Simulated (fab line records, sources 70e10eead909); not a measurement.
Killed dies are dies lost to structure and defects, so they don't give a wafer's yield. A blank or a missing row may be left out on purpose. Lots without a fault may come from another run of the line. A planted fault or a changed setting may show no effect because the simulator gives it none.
Which tool did it? | flow nand_harc | 11 lots, 33 wafers sampled, at 4 steps of a route of 1302

WHAT THE GAUGES READ, wafer by wafer
NHARC_A_SGD_CUT_CD_MEAS_09: target cd 100 nm.
lot  | measured     | on        | cd_nm (nm)
L142 | day 19 07:15 | cd_sem-02 | 100.3 100.6 100.2
L144 | day 20 18:02 | cd_sem-03 | 99.0 99.4 100.1
L146 | day 20 18:13 | cd_sem-03 | 100.1 99.4 100.0
L149 | day 21 08:32 | cd_sem-01 | 99.8 99.7 99.7
L151 | day 22 23:52 | cd_sem-03 | 100.6 100.3 100.0
L158 | day 25 18:05 | cd_sem-03 | 106.0 106.3 106.3
L161 | day 26 06:26 | cd_sem-01 | 105.2 105.9 105.4
L160 | day 26 06:45 | cd_sem-02 | 103.0 104.3 104.1
L163 | day 27 15:44 | cd_sem-02 | 100.9 99.8 100.8
L164 | day 28 05:41 | cd_sem-03 | 100.8 99.5 100.2
L165 | day 28 18:38 | cd_sem-03 | 100.1 100.7 100.0

WHICH TOOL RAN EACH LOT (tool, then ch and the chambers of the sampled wafers, then the start)
lot  | NHARC_A_STAIRCASE_CMP_450     | NHARC_A_STAIRCASE_STRIP_475                   | NHARC_A_SGD_CUT_EXPOSE_06
L142 | cmp-01 ch 0,3, day 19 04:41   | rie_diel-10 ch 0,2, day 19 07:07 or earlier   | arfi_scanner-02 ch 0, day 19 07:07
L144 | cmp-04 ch 0,1,2, day 20 14:35 | rie_diel-10 ch 0,3, day 20 17:53 or earlier   | arfi_scanner-01 ch 0, day 20 17:53
L146 | cmp-03 ch 1,2,3, day 20 14:46 | rie_diel-10 ch 0,1,2, day 20 18:05 or earlier | arfi_scanner-02 ch 0, day 20 18:05
L149 | cmp-03 ch 0,1,2, day 21 05:58 | rie_diel-12 ch 0,2,3, day 21 08:24 or earlier | arfi_scanner-02 ch 0, day 21 08:24
L151 | cmp-01 ch 1,2,3, day 22 21:12 | rie_diel-06 ch 1,2,3, day 22 23:44 or earlier | arfi_scanner-01 ch 0, day 22 23:44
L158 | cmp-03 ch 0,2,3, day 25 15:29 | rie_diel-10 ch 1,2,3, day 25 17:56 or earlier | arfi_scanner-02 ch 0, day 25 17:56
L161 | cmp-03 ch 0,1, day 26 03:56   | rie_diel-12 ch 0,2,3, day 26 06:17 or earlier | arfi_scanner-02 ch 0, day 26 06:17
L160 | cmp-03 ch 1,2, day 26 04:13   | rie_diel-06 ch 1,2, day 26 05:22              | arfi_scanner-02 ch 0, day 26 06:37
L163 | cmp-04 ch 1,2,3, day 27 12:53 | rie_diel-06 ch 0,1,3, day 27 14:04            | arfi_scanner-01 ch 0, day 27 15:35
L164 | cmp-04 ch 0,2,3, day 28 03:08 | rie_diel-10 ch 0,1,3, day 28 05:34 or earlier | arfi_scanner-03 ch 0, day 28 05:34
L165 | cmp-03 ch 1,2,3, day 28 16:01 | rie_diel-12 ch 0,1, day 28 18:29 or earlier   | arfi_scanner-01 ch 0, day 28 18:29
- NHARC_A_STAIRCASE_CMP_450: polishes SiO2, target thk 200 nm.
- NHARC_A_STAIRCASE_STRIP_475: strips in O2, time 20 s.
- NHARC_A_SGD_CUT_EXPOSE_06: exposes mask SGD.

THE ANSWER, worked out from the rows above alone
Rule: what is usual is taken from the lots themselves. Put in order of their means at a reading, lots are off if they are a third of the lots or fewer, leave a main group of 4 or more, and stand apart from it by a gap of 3 or more times the standard deviation of the main group's means; of several such gaps the widest counts. A main group whose means are all the same, to the digits that the tables above print for the reading, isn't used. A lot without any number at a reading at which 4 lots or more have one is off too. The other lots that the step has rows for count as sound.
Off: L158, L161, L160, at NHARC_A_SGD_CUT_CD_MEAS_09 (cd_nm). The main group: mean 100.1 nm, standard deviation 0.33.
A tool fits if, at a process step before that reading, it ran every lot that is off, and no sound lot after the first of them. The gauges at NHARC_A_SGD_CUT_CD_MEAS_09 are tried like those tools. NHARC_A_STAIRCASE_STRIP_475 gives no start for some lots, so the hours and the order of its lots are those of NHARC_A_SGD_CUT_EXPOSE_06. One fits: arfi_scanner-02 at NHARC_A_SGD_CUT_EXPOSE_06. Its last sound lot is L149 (day 21 08:24), its first lot that is off L158 (day 25 17:56): a fault that began between those two fits.

WHAT THE SIMULATOR HAD PUT IN
Process parameter drift: arfi_scanner-02, from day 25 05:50 on, at NHARC_A_SGD_CUT_EXPOSE_06. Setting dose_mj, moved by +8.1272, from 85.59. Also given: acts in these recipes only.
Lots struck among those shown: L158, L161, L160. The rule above found the same.
